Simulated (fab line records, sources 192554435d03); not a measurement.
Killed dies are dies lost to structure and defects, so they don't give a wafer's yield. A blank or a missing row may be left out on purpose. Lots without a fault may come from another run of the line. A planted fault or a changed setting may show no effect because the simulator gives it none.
Which tool did it? | flow n5_finfet | 24 lots, 72 wafers sampled, at 5 steps of a route of 1938

WHAT THE GAUGES READ, wafer by wafer
N5_BEOL_M7_OVL_MEAS_12. Usual: M7_OVL -0.4 nm, standard deviation 0.76.
lot  | measured     | on         | M7_OVL (nm)    | flag
L074 | day 10 17:56 | overlay-02 | -0.5 -0.1 -1.1 |
L076 | day 11 07:58 | overlay-02 | -1.6 -1.7 -1.1 |
L077 | day 11 22:02 | overlay-02 | -0.7 -1.2 -1.0 |
L075 | day 12 01:25 | overlay-01 | -0.4 -0.8 -0.5 |
L078 | day 12 05:03 | overlay-01 | -0.1 0.4 0.3   |
L079 | day 12 08:35 | overlay-02 | -1.2 -1.3 -2.3 |
L080 | day 12 23:41 | overlay-01 | 0.9 0.2 1.6    |
L081 | day 13 07:57 | overlay-02 | 0.5 0.4 0.5    |
L082 | day 13 12:08 | overlay-02 | -0.3 -0.4 0.2  |
L084 | day 13 12:32 | overlay-01 | 0.6 -1.2 -1.6  |
L083 | day 13 16:07 | overlay-02 | -1.0 0.3 -0.4  |
L085 | day 14 00:39 | overlay-01 | -0.1 -0.4 0.0  |
L087 | day 14 00:49 | overlay-01 | 0.2 -0.1 0.1   |
L086 | day 14 18:59 | overlay-01 | 0.8 0.7 -0.4   |
L090 | day 14 23:14 | overlay-02 | -0.8 -0.6 -1.1 |
L089 | day 14 23:34 | overlay-01 | -0.9 0.4 -0.9  |
L088 | day 15 07:17 | overlay-01 | -0.7 -0.9 -1.0 |
L092 | day 15 20:45 | overlay-02 | -1.4 -0.5 -0.5 |
L091 | day 15 21:08 | overlay-02 | -0.7 -0.4 -1.3 |
L093 | day 16 06:05 | overlay-01 | 0.6 -0.5 -0.2  |
L094 | day 16 09:42 | overlay-02 | -0.6 -1.4 -1.0 |
L095 | day 16 09:32 | overlay-01 | -0.3 -0.4 -0.6 |
L096 | day 16 10:08 | overlay-01 | 0.2 1.4 -0.4   |
L097 | day 16 18:51 | overlay-01 | 0.2 -0.9 -0.1  |

N5_BEOL_M7_CD_MEAS_28: target cd 40 nm. Usual: cd_nm 39.94 nm, standard deviation 0.26.
lot  | measured     | on        | cd_nm (nm)        | flag
L074 | day 10 18:51 | cd_sem-01 | 40.35 39.40 39.79 |
L076 | day 11 09:28 | cd_sem-01 | 39.85 40.01 39.62 |
L077 | day 11 23:23 | cd_sem-03 | 39.95 40.39 40.48 |
L075 | day 12 03:45 | cd_sem-03 | 39.52 40.00 39.76 |
L078 | day 12 07:11 | cd_sem-01 | 40.39 39.73 40.05 |
L079 | day 12 11:34 | cd_sem-01 | 40.32 39.80 40.16 |
L080 | day 13 02:05 | cd_sem-01 | 39.86 40.56 40.25 |
L081 | day 13 09:38 | cd_sem-02 | 39.87 39.58 39.65 |
L082 | day 13 14:53 | cd_sem-03 | 40.00 39.56 39.71 |
L084 | day 13 14:55 | cd_sem-01 | 40.18 40.06 40.03 |
L083 | day 13 18:43 | cd_sem-02 | 39.93 39.56 39.68 |
L085 | day 14 02:38 | cd_sem-01 | 39.88 40.00 40.01 |
L087 | day 14 02:55 | cd_sem-03 | 40.37 40.10 40.13 |
L086 | day 14 22:00 | cd_sem-02 | 39.92 40.14 39.65 |
L090 | day 15 00:59 | cd_sem-03 | 39.41 40.11 39.37 |
L089 | day 15 01:08 | cd_sem-03 | 40.05 39.68 40.13 |
L088 | day 15 11:39 | cd_sem-02 | 40.14 40.17 40.36 |
L092 | day 16 00:09 | cd_sem-03 | 40.02 39.64 39.95 |
L091 | day 16 00:49 | cd_sem-03 | 40.37 39.81 39.96 |
L093 | day 16 08:40 | cd_sem-02 | 39.73 39.88 39.93 |
L094 | day 16 10:48 | cd_sem-01 | 39.57 39.70 39.77 |
L095 | day 16 11:05 | cd_sem-03 | 40.11 40.14 39.89 |
L096 | day 16 14:08 | cd_sem-01 | 39.99 39.99 40.05 |
L097 | day 16 22:22 | cd_sem-02 | 39.92 40.26 40.28 |

N5_BEOL_M7_INSPECT_30: inspects for defects (brightfield). Usual: raw_defect_count 381, standard deviation 84.
lot  | measured     | on                | raw_defect_count | flag
L074 | day 10 18:56 | defect_inspect-01 | 287 335 308      |
L076 | day 11 09:34 | defect_inspect-01 | 393 368 379      |
L077 | day 11 23:28 | defect_inspect-01 | 540 428 323      |
L075 | day 12 03:50 | defect_inspect-01 | 338 391 444      |
L078 | day 12 07:16 | defect_inspect-01 | 556 417 418      |
L079 | day 12 11:39 | defect_inspect-02 | 459 372 491      |
L080 | day 13 02:11 | defect_inspect-01 | 360 391 371      |
L081 | day 13 09:44 | defect_inspect-02 | 326 415 254      |
L082 | day 13 14:58 | defect_inspect-02 | 383 681 282      |
L084 | day 13 15:01 | defect_inspect-02 | 509 330 332      |
L083 | day 13 18:49 | defect_inspect-01 | 442 363 457      |
L085 | day 14 02:43 | defect_inspect-02 | 411 441 372      |
L087 | day 14 03:00 | defect_inspect-01 | 523 445 547      |
L086 | day 14 22:05 | defect_inspect-01 | 293 330 394      |
L090 | day 15 01:04 | defect_inspect-01 | 243 349 317      |
L089 | day 15 01:14 | defect_inspect-01 | 353 240 343      |
L088 | day 15 11:44 | defect_inspect-01 | 346 344 458      |
L092 | day 16 00:15 | defect_inspect-01 | 344 269 255      |
L091 | day 16 00:54 | defect_inspect-01 | 298 283 246      |
L093 | day 16 08:46 | defect_inspect-01 | 308 333 363      |
L094 | day 16 10:53 | defect_inspect-01 | 284 287 409      |
L095 | day 16 11:10 | defect_inspect-01 | 449 303 406      |
L096 | day 16 14:14 | defect_inspect-01 | 501 358 405      |
L097 | day 16 22:28 | defect_inspect-02 | 447 478 322      |

WHICH TOOL RAN EACH LOT (tool, then ch and the chambers of the sampled wafers, then the start)
lot  | N5_BEOL_M6_CMP_52             | N5_BEOL_M7_ILD_DEP_00
L074 | cmp-01 ch 0,1,3, day 10 15:04 | pecvd-04 ch 0,1,2, day 10 15:37
L076 | cmp-04 ch 2,3, day 11 04:42   | pecvd-02 ch 0,1,2, day 11 05:14
L077 | cmp-02 ch 1,2,3, day 11 20:05 | pecvd-04 ch 0,2, day 11 20:35
L075 | cmp-04 ch 2,3, day 11 22:44   | pecvd-02 ch 0,1,2, day 11 23:13
L078 | cmp-04 ch 1,2,3, day 12 02:00 | pecvd-04 ch 0,1,2, day 12 02:30
L079 | cmp-01 ch 0,2,3, day 12 06:23 | pecvd-01 ch 0,1, day 12 06:47
L080 | cmp-02 ch 0,2,3, day 12 19:59 | pecvd-04 ch 1,2, day 12 20:28
L081 | cmp-02 ch 0,2,3, day 13 05:34 | pecvd-04 ch 0,1, day 13 06:04
L082 | cmp-01 ch 1,2,3, day 13 09:13 | pecvd-01 ch 1,2, day 13 09:37
L084 | cmp-02 ch 0,1, day 13 09:49   | pecvd-02 ch 0,1,2, day 13 10:16
L083 | cmp-04 ch 1,2,3, day 13 12:41 | pecvd-04 ch 1,2, day 13 13:06
L085 | cmp-02 ch 0,1,2, day 13 21:50 | pecvd-04 ch 0,1,2, day 13 22:20
L087 | cmp-04 ch 2,3, day 13 21:58   | pecvd-02 ch 0,1,2, day 13 22:27
L086 | cmp-02 ch 0,1,2, day 14 15:40 | pecvd-01 ch 0,1, day 14 16:03
L090 | cmp-04 ch 0,1,3, day 14 21:04 | pecvd-04 ch 0,2, day 14 21:31
L089 | cmp-04 ch 0,2, day 14 21:35   | pecvd-04 ch 1,2, day 14 22:04
L088 | cmp-02 ch 1,2,3, day 15 03:19 | pecvd-04 ch 0,2, day 15 03:46
L092 | cmp-04 ch 1,3, day 15 16:16   | pecvd-01 ch 0,2, day 15 16:45
L091 | cmp-04 ch 0,1, day 15 16:43   | pecvd-04 ch 0,1,2, day 15 17:11
L093 | cmp-01 ch 1,2,3, day 16 03:25 | pecvd-01 ch 0,1, day 16 03:56
L094 | cmp-04 ch 0,1,2, day 16 04:46 | pecvd-04 ch 0,1, day 16 05:15
L095 | cmp-01 ch 1,2, day 16 05:29   | pecvd-04 ch 1,2, day 16 05:56
L096 | cmp-01 ch 0,1,3, day 16 08:05 | pecvd-04 ch 0,2, day 16 08:35
L097 | cmp-02 ch 0,2, day 16 15:37   | pecvd-01 ch 0,2, day 16 16:07
- N5_BEOL_M6_CMP_52: polishes, stops on SiCOH lowk, t overpolish 6.9 s, target thk 80 nm.
- N5_BEOL_M7_ILD_DEP_00: deposits SiCOH lowk from DEMS/porogen, target thk 179.75 nm, time 33.4 s.

WHAT THE TOOLS THEMSELVES READ (means of the sampled wafers that have a number; where no wafer has one, the mark that the record gives instead)
N5_BEOL_M6_CMP_52. Usual: barrier_field_endpoint_s 28.6 s, standard deviation 0.75; motor_current_A 6.2 A, standard deviation 0.49; overpolish_run_s 6.900 s, standard deviation 0.01; time_to_endpoint_s 62 s, standard deviation 3.3.
lot  | tool   | barrier_field_endpoint_s (s) | motor_current_A (A) | overpolish_run_s (s) | time_to_endpoint_s (s) | flag
L074 | cmp-01 | 29.8                         | 6.1                 | 6.908                | 65                     |
L076 | cmp-04 | 28.3                         | 6.3                 | 6.904                | 63                     |
L077 | cmp-02 | 29.8                         | 7.0                 | 6.906                | 63                     |
L075 | cmp-04 | 28.4                         | 6.4                 | 6.896                | 59                     |
L078 | cmp-04 | 28.9                         | 6.4                 | 6.900                | 61                     |
L079 | cmp-01 | 28.9                         | 5.9                 | 6.904                | 64                     |
L080 | cmp-02 | 29.5                         | 6.5                 | 6.899                | 64                     |
L081 | cmp-02 | 28.3                         | 6.4                 | 6.898                | 62                     |
L082 | cmp-01 | 29.1                         | 6.3                 | 6.905                | 66                     |
L084 | cmp-02 | 28.3                         | 5.9                 | 6.895                | 63                     |
L083 | cmp-04 | 27.7                         | 6.4                 | 6.904                | 59                     |
L085 | cmp-02 | 28.7                         | 6.5                 | 6.888                | 64                     |
L087 | cmp-04 | 27.5                         | 6.0                 | 6.890                | 57                     |
L086 | cmp-02 | 28.8                         | 6.3                 | 6.903                | 64                     |
L090 | cmp-04 | 27.2                         | 6.0                 | 6.907                | 57                     |
L089 | cmp-04 | 28.5                         | 5.9                 | 6.898                | 62                     |
L088 | cmp-02 | 28.1                         | 6.8                 | 6.905                | 60                     |
L092 | cmp-04 | 27.9                         | 6.0                 | 6.898                | 60                     |
L091 | cmp-04 | 29.2                         | 6.3                 | 6.901                | 63                     |
L093 | cmp-01 | 28.4                         | 6.0                 | 6.906                | 61                     |
L094 | cmp-04 | 29.2                         | 6.2                 | 6.906                | 62                     |
L095 | cmp-01 | 29.1                         | 6.6                 | 6.910                | 61                     |
L096 | cmp-01 | 28.6                         | 5.7                 | 6.901                | 60                     |
L097 | cmp-02 | 28.2                         | 6.2                 | 6.903                | 58                     |

N5_BEOL_M7_ILD_DEP_00. Usual: heater_power_w 331 W, standard deviation 58; showerhead_plenum_p_Torr 5.746 Torr, standard deviation 0.019; throttle_valve_pct 13.7 %, standard deviation 0.71.
lot  | tool     | heater_power_w (W) | showerhead_plenum_p_Torr (Torr) | throttle_valve_pct (%) | flag
L074 | pecvd-04 | 357                | 5.734                           | 13.8                   |
L076 | pecvd-02 | 300                | 5.734                           | 13.9                   |
L077 | pecvd-04 | 381                | 5.748                           | 13.6                   |
L075 | pecvd-02 | 301                | 5.746                           | 13.7                   |
L078 | pecvd-04 | 352                | 5.741                           | 13.5                   |
L079 | pecvd-01 | 311                | 5.750                           | 14.1                   |
L080 | pecvd-04 | 337                | 5.729                           | 13.1                   |
L081 | pecvd-04 | 288                | 5.727                           | 13.6                   |
L082 | pecvd-01 | 319                | 5.765                           | 13.5                   |
L084 | pecvd-02 | 300                | 5.736                           | 13.9                   |
L083 | pecvd-04 | 393                | 5.738                           | 13.4                   |
L085 | pecvd-04 | 349                | 5.746                           | 13.7                   |
L087 | pecvd-02 | 296                | 5.744                           | 13.8                   |
L086 | pecvd-01 | 265                | 5.769                           | 14.6                   |
L090 | pecvd-04 | 367                | 5.753                           | 14.1                   |
L089 | pecvd-04 | 342                | 5.736                           | 13.3                   |
L088 | pecvd-04 | 338                | 5.759                           | 13.9                   |
L092 | pecvd-01 | 326                | 5.745                           | 13.2                   |
L091 | pecvd-04 | 345                | 5.747                           | 13.9                   |
L093 | pecvd-01 | 278                | 5.774                           | 14.7                   |
L094 | pecvd-04 | 309                | 5.738                           | 13.6                   |
L095 | pecvd-04 | 352                | 5.733                           | 13.3                   |
L096 | pecvd-04 | 332                | 5.752                           | 14.2                   |
L097 | pecvd-01 | 330                | 5.749                           | 13.0                   |

THE ANSWER, worked out from the rows above alone
Rule: a lot is off if the mean of its wafers that have a number lies more than 3 standard deviations from the usual mean. A lot without any number at a reading at which 4 lots or more have one is off too. The other lots that the step has rows for count as sound. The gauges are gone through in route order, then the tools' own readings, and for those a lot's mean is taken as printed above. The first step at which some lot is off is used, and at that step the reading that is off furthest; a lot without a number counts as furthest.
No lot is off at any reading shown: from this, nothing can be told.

WHAT THE SIMULATOR HAD PUT IN
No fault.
